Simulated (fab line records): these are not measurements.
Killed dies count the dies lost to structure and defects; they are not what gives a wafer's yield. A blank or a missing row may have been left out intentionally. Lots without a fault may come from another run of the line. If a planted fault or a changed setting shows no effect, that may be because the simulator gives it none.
Which tool is to blame? | flow nand harc | Sampling: 12 lots, 36 wafers, 5 of 1159 route steps

## WHAT THE GAUGES READ, wafer by wafer
NHARC_END_SORT_01. Usual: defect limited yield 96.2 %, standard deviation 1.3; killed at array 21, standard deviation 8.9; killed at other 0.8, standard deviation 1.3; killed at periphery 3.6, standard deviation 2.4; killed dies 26, standard deviation 8.9; killed open 3.1, standard deviation 1.8; killed short 1.9, standard deviation 1.3; sort_bin_2_pct 1.2 %, standard deviation 0.54; sort_bin_3_pct 0.21 %, standard deviation 0.17; sort_bin_4_pct 2.4 %, standard deviation 0.91; sort n pass 651, standard deviation 8.9; sort rim yield pct 95.0 %, standard deviation 2.8; sort yield pct 96.2 %, standard deviation 1.3.
lot  | measured     | on        | defect limited yield (%) | killed at array | killed at other | killed at periphery | killed dies | killed open | killed short | sort_bin_2_pct (%) | sort_bin_3_pct (%) | sort_bin_4_pct (%) | sort n pass | sort rim yield pct (%) | sort yield pct (%) | flag
L735 | day 21 05:47 | prober-01 | 0 0 0                    | 10 16 13        | 5 2 1           | 662 659 663         | 677 677 677 | 4 4 2       | 1 2 0        | 98.5 97.8 98.4     | 0 0.15 0           | 1.5 2.1 1.6        | 0 0 0       | 0 0 0                  | 0 0 0              | OFF
L736 | day 21 05:49 | prober-02 | 0 0 0                    | 47 37 35        | 1 0 1           | 629 640 641         | 677 677 677 | 11 3 4      | 5 3 0        | 95.4 95.4 95.3     | 0.30 0.30 0        | 4.3 4.3 4.7        | 0 0 0       | 0 0 0                  | 0 0 0              | OFF
L737 | day 21 13:46 | prober-01 | 0 0 0                    | 31 28 32        | 5 0 3           | 641 649 642         | 677 677 677 | 2 2 4       | 2 0 3        | 95.6 96.9 96.6     | 0.30 0.15 0.15     | 4.1 3.0 3.2        | 0 0 0       | 0 0 0                  | 0 0 0              | OFF

## EACH LOT AND THE TOOL THAT RAN IT (in order: tool; ch and the chambers of the sampled wafers; start)
lot  | NHARC_P_CONTACT_ETCH_18                       | NHARC_P_CONTACT_PVD_32                  | NHARC_P_M0_ETCH_15                 | NHARC_P_M0_ANNEAL_30
L728 | rie diel-04 ch 0,2, day 6 03:22 or earlier    | pvd sputter-01, day 6 03:22 or earlier  | rie diel-02 ch 0,3, day 6 03:22    | rtp anneal-01 ch 0, day 6 04:54
L730 | rie diel-08 ch 0,1,2, day 6 14:05 or earlier  | pvd sputter-01, day 6 14:05 or earlier  | rie diel-12 ch 0,2, day 6 14:05    | rtp anneal-02 ch 0, day 6 15:39
L731 | rie diel-13 ch 1,2,3, day 6 20:01 or earlier  | pvd sputter-03, day 6 20:01 or earlier  | rie diel-12 ch 1,2,3, day 6 20:01  | rtp anneal-02 ch 0, day 6 21:33
L735 | rie diel-04 ch 2,3, day 7 13:41 or earlier    | pvd sputter-02, day 7 13:41 or earlier  | rie diel-12 ch 0,2,3, day 7 13:41  | rtp anneal-01 ch 0, day 7 15:16
L736 | rie diel-04 ch 1,2, day 7 16:04 or earlier    | pvd sputter-02, day 7 16:04 or earlier  | rie diel-02 ch 0,2,3, day 7 16:04  | rtp anneal-02 ch 0, day 7 17:35
L737 | rie diel-08 ch 0,2,3, day 8 06:29 or earlier  | pvd sputter-01, day 8 06:29 or earlier  | rie diel-09 ch 1,2,3, day 8 06:29  | rtp anneal-02 ch 0, day 8 07:58
L745 | rie diel-08 ch 0,1,3, day 10 05:26 or earlier | pvd sputter-01, day 10 05:26 or earlier | rie diel-12 ch 0,2,3, day 10 05:26 | rtp anneal-01 ch 0, day 10 06:58
L746 | rie diel-08 ch 0,3, day 10 05:51 or earlier   | pvd sputter-03, day 10 05:51 or earlier | rie diel-09 ch 0,2, day 10 05:51   | rtp anneal-02 ch 0, day 10 07:46
L748 | rie diel-08 ch 0,1,2, day 10 15:13 or earlier | pvd sputter-03, day 10 15:13 or earlier | rie diel-09 ch 0,1, day 10 15:13   | rtp anneal-01 ch 0, day 10 16:48
L747 | rie diel-13 ch 0,2, day 10 16:04 or earlier   | pvd sputter-02, day 10 16:04 or earlier | rie diel-12 ch 0,1,2, day 10 16:04 | rtp anneal-01 ch 0, day 10 17:38
L750 | rie diel-04 ch 1,2, day 11 12:50 or earlier   | pvd sputter-03, day 11 12:50 or earlier | rie diel-02 ch 1,2, day 11 12:50   | rtp anneal-02 ch 0, day 11 14:27
L751 | rie diel-04 ch 1,2,3, day 12 00:32 or earlier | pvd sputter-02, day 12 00:32 or earlier | rie diel-02 ch 0,3, day 12 00:32   | rtp anneal-01 ch 0, day 12 02:04
- NHARC_P_CONTACT_ETCH_18: etches the open film in C4F8/O2/Ar, target depth 481 nm, time 240.5 s.
- NHARC_P_CONTACT_PVD_32: deposits Ti, target thk 5 nm, time 17.7 s.
- NHARC_P_M0_ETCH_15: etches the open film in C4F8/Ar, target depth 150 nm, overetch 15 nm, time 82.5 s.
- NHARC_P_M0_ANNEAL_30: time 90 s.

## AS READ BY THE TOOLS THEMSELVES (means over the sampled wafers that have a number; for cases with no such wafer, the mark the record gives instead)
NHARC_P_CONTACT_ETCH_18. Usual: bias w 1500 W, standard deviation 4.6; chamber pressure mTorr 25.003 mTorr, standard deviation 0.023; oes product au 0.963 a.u., standard deviation 0.017; rf vpp V 976 V, standard deviation 5.9.
lot  | tool        | bias w (W) | chamber pressure mTorr (mTorr) | oes product au (a.u.) | rf vpp V (V) | flag
L728 | rie diel-04 | 1500       | 24.981                         | 0.969                 | 975          |
L730 | rie diel-08 | 1501       | 25.019                         | 0.952                 | 979          |
L731 | rie diel-13 | 1498       | 24.995                         | 0.974                 | 973          |
L735 | rie diel-04 | 1502       | 25.001                         | 0.964                 | 969          |
L736 | rie diel-04 | 1496       | 25.009                         | 0.960                 | 972          |
L737 | rie diel-08 | 1499       | 25.001                         | 0.958                 | 979          |
L745 | rie diel-08 | 1501       | 25.018                         | 0.977                 | 977          |
L746 | rie diel-08 | 1502       | 25.005                         | 0.959                 | 978          |
L748 | rie diel-08 | 1501       | 25.001                         | 0.970                 | 979          |
L747 | rie diel-13 | 1503       | 25.014                         | 0.970                 | 978          |
L750 | rie diel-04 | 1499       | 24.978                         | 0.921                 | 974          |
L751 | rie diel-04 | 1498       | 25.014                         | 0.972                 | 971          |

NHARC_P_CONTACT_PVD_32. Usual: 29.6 % for throttle valve pct, sd 0.82.
lot  | tool           | throttle valve pct (%) | flag
L728 | pvd sputter-01 | 29.9                   |
L730 | pvd sputter-01 | 30.3                   |
L731 | pvd sputter-03 | 28.5                   |
L735 | pvd sputter-02 | 29.9                   |
L736 | pvd sputter-02 | 29.8                   |
L737 | pvd sputter-01 | 29.1                   |
L745 | pvd sputter-01 | 30.3                   |
L746 | pvd sputter-03 | 29.0                   |
L748 | pvd sputter-03 | 28.8                   |
L747 | pvd sputter-02 | 29.2                   |
L750 | pvd sputter-03 | 29.6                   |
L751 | pvd sputter-02 | 29.7                   |

NHARC_P_M0_ETCH_15. Usual: bias w 300.1 W, standard deviation 0.88; chamber pressure mTorr 24.997 mTorr, standard deviation 0.02; oes product au 0.956 a.u., standard deviation 0.022; rf vpp V 439.8 V, standard deviation 2.2.
lot  | tool        | bias w (W) | chamber pressure mTorr (mTorr) | oes product au (a.u.) | rf vpp V (V) | flag
L728 | rie diel-02 | 299.1      | 25.015                         | 0.952                 | 439.5        |
L730 | rie diel-12 | 299.6      | 25.007                         | 0.952                 | 437.7        |
L731 | rie diel-12 | 300.5      | 24.986                         | 0.970                 | 439.8        |
L735 | rie diel-12 | -          | -                              | -                     | -            | OFF
L736 | rie diel-02 | -          | -                              | -                     | -            | OFF
L737 | rie diel-09 | -          | -                              | -                     | -            | OFF
L745 | rie diel-12 | 300.3      | 24.992                         | 0.969                 | 438.7        |
L746 | rie diel-09 | 299.6      | 25.010                         | 0.912                 | 437.5        |
L748 | rie diel-09 | 300.1      | 24.990                         | 0.923                 | 438.7        |
L747 | rie diel-12 | 301.1      | 24.986                         | 0.977                 | 438.7        |
L750 | rie diel-02 | 300.1      | 25.003                         | 0.969                 | 443.6        |
L751 | rie diel-02 | 300.6      | 24.992                         | 0.967                 | 439.4        |

NHARC_P_M0_ANNEAL_30. Usual: 225.92 for wafer_temp_C_max, sd 0.26.
lot  | tool          | wafer_temp_C_max | flag
L728 | rtp anneal-01 | 226.56           |
L730 | rtp anneal-02 | 226.10           |
L731 | rtp anneal-02 | 225.86           |
L735 | rtp anneal-01 | 226.07           |
L736 | rtp anneal-02 | 225.82           |
L737 | rtp anneal-02 | 225.85           |
L745 | rtp anneal-01 | 226.18           |
L746 | rtp anneal-02 | 225.60           |
L748 | rtp anneal-01 | 226.15           |
L747 | rtp anneal-01 | 226.03           |
L750 | rtp anneal-02 | 225.56           |
L751 | rtp anneal-01 | 225.86           |

## THE ANSWER, worked out from the rows above alone
Rule: a lot is off if the mean of its wafers that have a number lies more than 3 standard deviations from the usual mean. A lot without any number at a reading at which 4 lots or more have one is off too. All remaining lots with rows at the step are treated as sound. Order of review: gauges by route order, followed by the tools' own readings, for which a lot's mean as printed above is used. At the first step where some lot is off, the reading lying furthest off is the one used; lots without a number count as furthest.
Off at NHARC_END_SORT_01 (killed at periphery): L735, L736, L737. Neither off nor sound, because the step has no rows for them: L728, L730, L731, L745, L746, L748, L747, L750, L751.
If a tool, at a process step before that reading, ran all the lots that are off and no sound lot after the first of them, it fits. Not tried: the gauges at NHARC_END_SORT_01; whatever is off there is also off at NHARC_P_M0_ETCH_15, on other tools, and gauge error can't account for it. NHARC_P_CONTACT_ETCH_18 gives no start for some lots, so the hours and the order of its lots are those of NHARC_P_M0_ETCH_15. NHARC_P_CONTACT_PVD_32 gives no start for some lots, so the hours and the order of its lots are those of NHARC_P_M0_ETCH_15. Of those tried, none fits.

## WHAT THE SIMULATOR HAD INSERTED
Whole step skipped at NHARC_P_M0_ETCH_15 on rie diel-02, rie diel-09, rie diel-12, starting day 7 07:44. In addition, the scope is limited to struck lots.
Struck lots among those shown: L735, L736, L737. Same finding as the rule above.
